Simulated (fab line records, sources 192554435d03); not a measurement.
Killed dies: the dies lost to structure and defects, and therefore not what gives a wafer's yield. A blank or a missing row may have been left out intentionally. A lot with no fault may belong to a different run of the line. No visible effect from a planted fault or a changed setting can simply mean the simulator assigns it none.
fab line records    flow n5-finfet
record lots=10  wafers=29  last-day=18
route steps=1938 shown BEOL_M1@828 BEOL_M2@848 BEOL_M4@1111
lots untouched by any fault: they come from a run of this same line in which no faults occurred
start-h: start of the lot's first displayed wafer, in hours after the record's first day    wait-h: hours since the lot's step before    " as in the row above    L1.1+2: a row that stands for several wafers    - no value, or no start given    * or withheld: withheld    < > ~ a bound
route shown NAME@n: a module of which the file shows steps, and the number in the route of the first    usual: mean/standard deviation taken from wafers without a fault    same: alike in all rows    chamber/n: place in a boat    sites: each site's reading    _std_site: how widely they spread, as a standard deviation    _edge_site: mean of outer sites minus mean of inner sites    radius-mm: for every site, how far away it sits from the centre of the wafer    mask NAME#n: copy n    behind: the most recent tool/chamber to have shaped the wafer    hold: what put the lot on hold/how long, in hours/how the hold closed    device: which transistor (n, p or np) failed to switch    end of line: the tests these same wafers got at the end of their route    a step with no rows: only its recipe    killed: not the wafer's yield, but the dies lost to structure and defects at the first sort    map: the dies of a wafer, with x for killed, . for not killed, _ for no die there
set.NAME: the run value of the setting; set.NAME@STEP: its run value at that earlier step    model.NAME: the simulator's own value behind a step, which no gauge read
the route's steps for a sample of lots (tables are steps, rows are wafers)
services: when a tool's chamber went out of use (start-h, in hours from the record's first day, below 0 if earlier), for how many hours, and the reason
## steps
# step N5_BEOL_M1_SPUTTER_94
# recipe material=Cu  target-thk-a=45  temp-c=-20  chamber-pressure-pa=0.07  power-w=withheld  time-s=8.29
# usual throttle-valve-pct=29.6/0.82
lot.wafer  tool            chamber  start-h  wait-h  throttle-valve-pct
L140.1     pvd-sputter-02  -        148.28   0.1     30.3
L140.4     "               -        "        "       28.9
L140.5     "               -        "        "       30.5
L142.1     pvd-sputter-03  -        155.64   0.1     28.7
L142.4     "               -        "        "       29.0
L142.6     "               -        "        "       29.2
L144.2     pvd-sputter-02  -        180.92   0.1     29.4
L144.3     "               -        "        "       28.9
L144.4     "               -        "        "       29.6
L143.1     pvd-sputter-03  -        186.48   0.1     29.1
L143.3     "               -        "        "       28.7
L143.6     "               -        "        "       31.2
L145.2     pvd-sputter-02  -        186.57   0.1     28.9
L145.4     "               -        "        "       29.8
L145.5     "               -        "        "       30.5
L146.2     pvd-sputter-02  -        188.45   0.1     30.1
L146.6     "               -        "        "       29.3
L147.1     pvd-sputter-03  -        194.28   0.1     28.3
L147.4     "               -        "        "       28.8
L147.6     "               -        "        "       28.7
L150.1     pvd-sputter-02  -        211.82   0.1     29.1
L150.2     "               -        "        "       30.6
L150.4     "               -        "        "       29.8
L154.1     pvd-sputter-03  -        244.92   0.1     29.8
L154.4     "               -        "        "       29.0
L154.5     "               -        "        "       31.2
L155.1     pvd-sputter-02  -        253.38   0.1     29.5
L155.3     "               -        "        "       30.2
L155.5     "               -        "        "       28.9
# step N5_BEOL_M1_PRE_CLEAN_60
# recipe gas=NH3/H2  time-s=15  temp-c=*  rf-power-w=300
# usual heater-power-w=80/15
lot.wafer  tool       chamber  start-h  wait-h  heater-power-w
L140.1     cvd-co-01  2        149.33   0.0     74
L140.4     "          2        "        "       76
L140.5     "          1        "        "       107
L142.1     cvd-co-02  0        156.69   0.0     88
L142.4     "          1        "        "       79
L142.6     "          2        "        "       63
L144.2     cvd-co-01  0        182.10   0.0     62
L144.3     "          1        "        "       105
L144.4     "          0        "        "       59
L143.1     cvd-co-01  2        187.52   0.0     77
L143.3     "          0        "        "       61
L143.6     "          2        "        "       75
L145.2     cvd-co-01  0        187.64   0.1     61
L145.4     "          1        "        "       107
L145.5     "          2        "        "       78
L146.2     cvd-co-02  2        189.62   0.2     63
L146.6     "          2        "        "       62
L147.1     cvd-co-01  1        195.43   0.1     103
L147.4     "          2        "        "       78
L147.6     "          1        "        "       105
L150.1     cvd-co-01  1        212.86   0.0     106
L150.2     "          2        "        "       77
L150.4     "          0        "        "       61
L154.1     cvd-co-02  1        245.97   0.0     80
L154.4     "          1        "        "       78
L154.5     "          2        "        "       64
L155.1     cvd-co-01  1        254.42   0.0     105
L155.3     "          1        "        "       105
L155.5     "          2        "        "       78
# step N5_BEOL_M2_COAT_05
# recipe resist=CAR-EUV  spin-rpm=1500  resist-thk-nm=30
# usual spin-speed-rpm=1500.0/0.84
lot.wafer  tool            chamber  start-h  wait-h  spin-speed-rpm
L140.1     litho-track-03  0        149.98   -       1500.2
L140.4     "               0        "        "       1500.1
L140.5     "               0        "        "       1499.9
L142.1     litho-track-05  0        159.90   -       1499.2
L142.4     "               0        "        "       1500.1
L142.6     "               0        "        "       1499.8
L144.2     litho-track-04  0        184.12   -       1499.0
L144.3     "               0        "        "       1499.6
L144.4     "               0        "        "       1499.1
L143.1     litho-track-03  0        188.80   -       1499.7
L143.3     "               0        "        "       1500.1
L143.6     "               0        "        "       1500.6
L145.2     litho-track-04  0        188.83   -       1500.3
L145.4     "               0        "        "       1499.7
L145.5     "               0        "        "       1499.8
L146.2     litho-track-03  0        191.87   -       1499.8
L146.6     "               0        "        "       1499.9
L147.1     litho-track-03  0        197.59   -       1500.2
L147.4     "               0        "        "       1500.3
L147.6     "               0        "        "       1500.7
L150.1     litho-track-03  0        213.92   -       1499.1
L150.2     "               0        "        "       1500.5
L150.4     "               0        "        "       1500.2
L154.1     litho-track-03  0        246.55   -       1371.2
L154.4     "               0        "        "       1374.1
L154.5     "               0        "        "       1374.4
L155.1     litho-track-03  0        255.74   -       1373.1
L155.3     "               0        "        "       1374.8
L155.5     "               0        "        "       1371.9
# step N5_BEOL_M2_ETCH_74
# recipe chemistry=N2/H2  target=underlayer  target-depth-a=65  mask-material=CAR-EUV  time-s=5.2  ion-energy-ev=200  pressure-mtorr=30  source-w=840  bias-w=150  n2-flow-sccm=200  h2-flow-sccm=200  ends=cleared
# usual bias-w=150.0/0.43  drypump-motor-current-A=5.6/0.41  etch-rf-on-time-s=5.17/0.15  oes-product-au=0.65/0.058  rf-vpp-V=523.5/2.7  showerhead-plenum-p-Torr=2.52/0.097  throttle-valve-pct=17.84/0.25
lot.wafer  tool         chamber  start-h  wait-h  bias-w  drypump-motor-current-A  etch-rf-on-time-s  oes-product-au  rf-hours-counter-h  rf-vpp-V  showerhead-plenum-p-Torr  throttle-valve-pct
L140.1     rie-diel-05  1        150.43   0.0     150.0   6.1                      5.09               0.68            124                 522.3     2.53                      18.00
L140.4     "            2        "        "       150.9   5.3                      5.28               0.61            207                 525.3     2.58                      17.61
L140.5     "            3        "        "       149.6   5.5                      5.36               0.59            -                   522.6     2.37                      17.58
L142.1     rie-diel-01  0        160.41   0.0     149.9   6.3                      5.07               0.60            227                 527.0     2.59                      17.88
L142.4     "            1        "        "       150.0   5.9                      5.28               0.69            103                 527.2     2.70                      17.77
L142.6     "            3        "        "       149.9   5.0                      5.27               0.67            -                   520.0     2.42                      17.71
L144.2     rie-diel-01  0        184.94   0.0     150.3   6.2                      5.01               0.60            237                 528.2     2.59                      17.94
L144.3     "            1        "        "       149.5   5.8                      5.36               0.67            112                 526.0     2.69                      17.78
L144.4     "            0        "        "       149.6   6.2                      5.03               0.59            -                   527.0     2.59                      17.91
L143.1     rie-diel-04  2        189.35   0.0     150.0   5.6                      4.94               0.77            32                  524.8     2.58                      17.89
L143.3     "            0        "        "       150.5   5.8                      5.13               0.68            131                 524.9     2.56                      17.60
L143.6     "            0        "        "       150.3   5.9                      5.19               0.66            -                   523.3     2.56                      17.65
L145.2     rie-diel-05  2        189.58   0.0     150.3   5.3                      5.34               0.59            223                 526.1     2.58                      17.62
L145.4     "            1        "        "       149.4   6.2                      4.96               0.68            139                 524.6     2.52                      18.01
L145.5     "            2        "        "       150.2   5.3                      5.34               0.59            -                   525.3     2.58                      17.66
L146.2     rie-diel-05  1        192.42   0.0     149.5   6.2                      4.92               0.68            140                 526.2     2.52                      18.05
L146.6     "            2        "        "       150.6   5.3                      5.33               0.59            -                   525.9     2.58                      17.65
L147.1     rie-diel-04  0        198.01   0.0     150.2   5.8                      5.20               0.66            135                 525.6     2.56                      17.62
L147.4     "            3        "        "       150.9   5.5                      5.00               0.67            -                   521.0     2.43                      17.74
L147.6     "            0        "        "       150.7   5.8                      5.20               0.66            -                   526.7     2.56                      17.62
L150.1     rie-diel-01  2        214.36   0.0     150.2   5.1                      5.15               0.60            211                 523.4     2.54                      18.34
L150.2     "            1        "        "       149.8   5.8                      5.29               0.67            122                 527.6     2.69                      17.78
L150.4     "            3        "        "       150.6   5.1                      5.22               0.66            148                 522.2     2.41                      17.76
L154.1     rie-diel-04  3        246.97   0.0     150.4   5.5                      4.93               0.66            166                 520.7     2.42                      17.80
L154.4     "            2        "        "       150.6   5.6                      4.97               0.74            50                  526.5     2.57                      17.91
L154.5     "            0        "        "       150.0   5.8                      5.21               0.65            -                   523.9     2.56                      17.64
L155.1     rie-diel-01  2        256.33   0.0     150.1   5.1                      5.16               0.60            229                 524.8     2.54                      18.39
L155.3     "            1        "        "       149.8   5.8                      5.39               0.65            139                 527.4     2.68                      17.82
L155.5     "            2        "        "       149.8   5.1                      5.21               0.59            -                   521.9     2.54                      18.36
# step N5_BEOL_M4_RC_MEAS_101
# usual DIBL_N=36.5/2.1  DIBL_P=36.6/2.6  IOFF_N=0.17/0.044  IOFF_P=0.21/0.048  ION_N=674/17  ION_P=462/9.5  SS_N=71.6/0.77  SS_P=73.5/0.72  VT_N=250/4.2  VT_P=-250/3.9
lot.wafer  tool       chamber  start-h  wait-h  DIBL_N[mV/V]  DIBL_P[mV/V]  IOFF_N[nA/um]  IOFF_P[nA/um]  ION_N[uA/um]  ION_P[uA/um]  SS_N[mV/dec]  SS_P[mV/dec]  VT_N[mV]  VT_P[mV]
L140.1     prober-02  0        227.58   0.0     37.2          37.7          0.14           0.20           667           462           71.1          73.0          253       -253
L140.4     "          0        "        "       40.6          42.3          0.24           0.28           706           478           72.4          74.4          241       -245
L140.5     "          0        "        "       39.5          40.8          0.20           0.25           685           465           72.2          74.3          248       -247
L142.1     prober-02  0        236.60   0.0     34.7          35.1          0.13           0.16           675           459           70.9          73.1          255       -254
L142.4     "          0        "        "       36.8          38.1          0.17           0.21           687           468           71.0          73.9          249       -252
L142.6     "          0        "        "       32.4          33.0          0.10           0.15           657           460           70.7          71.7          254       -254
L145.2     prober-02  0        250.70   0.2     35.6          36.7          0.16           0.20           667           461           71.5          73.4          247       -250
L145.4     "          0        "        "       36.0          35.2          0.15           0.17           651           445           72.3          73.0          253       -253
L145.5     "          0        "        "       32.7          32.9          0.11           0.16           653           454           70.0          73.2          254       -254
L146.2     prober-01  0        252.24   0.2     36.6          35.0          0.16           0.21           691           467           71.0          73.7          253       -253
L146.6     "          0        "        "       36.9          35.7          0.18           0.22           697           473           71.7          73.7          249       -250
L144.2     prober-02  0        257.03   0.2     35.0          34.2          0.13           0.15           644           440           71.1          72.1          253       -258
L144.3     "          0        "        "       42.0          43.0          0.28           0.29           704           470           73.0          74.2          241       -251
L144.4     "          0        "        "       34.9          33.9          0.13           0.16           676           457           71.1          73.0          249       -253
L143.1     prober-01  0        261.62   0.0     39.1          39.4          0.21           0.24           694           469           72.9          74.1          247       -248
L143.3     "          0        "        "       37.9          39.1          0.18           0.23           666           461           72.4          73.7          250       -251
L143.6     "          0        "        "       34.6          33.8          0.12           0.17           664           457           70.8          73.6          255       -254
L147.1     prober-01  0        270.26   0.0     37.4          37.5          0.16           0.22           680           464           71.7          73.9          251       -249
L147.4     "          0        "        "       37.1          36.5          0.14           0.21           658           465           72.3          73.2          254       -248
L147.6     "          0        "        "       35.6          34.6          0.12           0.18           665           464           71.1          72.7          255       -251
L150.1     prober-01  0        288.22   0.0     38.7          38.6          0.21           0.25           703           473           71.7          74.1          243       -249
L150.2     "          0        "        "       38.1          38.9          0.21           0.25           696           480           71.5          73.7          244       -248
L150.4     "          0        "        "       36.4          36.6          0.16           0.21           677           455           70.9          73.3          248       -250
L154.1     prober-01  0        299.93   0.0     37.2          36.8          0.19           0.27           692           484           72.1          74.2          245       -244
L154.4     "          0        "        "       33.4          33.5          0.13           0.20           670           467           70.7          73.6          251       -249
L154.5     "          0        "        "       35.6          34.8          0.16           0.23           662           469           71.8          73.9          249       -244
L155.1     prober-01  0        323.65   0.0     36.8          35.2          0.14           0.17           642           446           71.7          73.2          255       -254
L155.3     "          0        "        "       39.7          40.8          0.23           0.27           699           477           72.2          73.9          247       -245
L155.5     "          0        "        "       41.3          41.4          0.27           0.28           686           459           73.6          74.2          246       -251
## services
tool         chamber  start-h  hours  kind
cvd-co-01    1        125.65   -      clean
cvd-co-01    1        125.65   22.0   scheduled-down
cvd-co-01    1        125.65   22.0   vent-cycle
cvd-co-02    1        164.16   4.1    repair
rie-diel-01  2        171.91   16.9   repair
rie-diel-04  2        196.85   3.7    repair
rie-diel-01  0        223.62   -      clean
rie-diel-01  0        223.62   -      consumable-replace:focus-ring
rie-diel-01  0        223.62   32.8   scheduled-down
rie-diel-01  0        223.62   32.8   vent-cycle
rie-diel-05  3        240.08   -      clean
rie-diel-05  3        240.08   -      consumable-replace:focus-ring
rie-diel-05  3        240.08   -      consumable-replace:showerhead
rie-diel-05  3        240.08   25.9   scheduled-down
rie-diel-05  3        240.08   25.9   vent-cycle
cvd-co-02    2        240.71   4.8    repair
cvd-co-01    0        243.52   11.4   repair
## key
first-sign step=N5_BEOL_M2_COAT_05  reading=spin-speed-rpm  direction=down  sigmas=99+  usual=*  struck=*
effect none on later readings
met-at N5_BEOL_M2_COAT_05
struck-lots L154,L155
not-acting-at N5_BEOL_M1_SPUTTER_94,N5_BEOL_M1_PRE_CLEAN_60,N5_BEOL_M2_ETCH_74
onset-between 213.92 246.55
fault kind=process-parameter-drift  tool=litho-track-03  chamber=-  onset-h=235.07  steps=N5_BEOL_M2_COAT_05  channel=spin-rpm  offset=*  shape=step  end-h=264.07  acts-in=*  stated=*
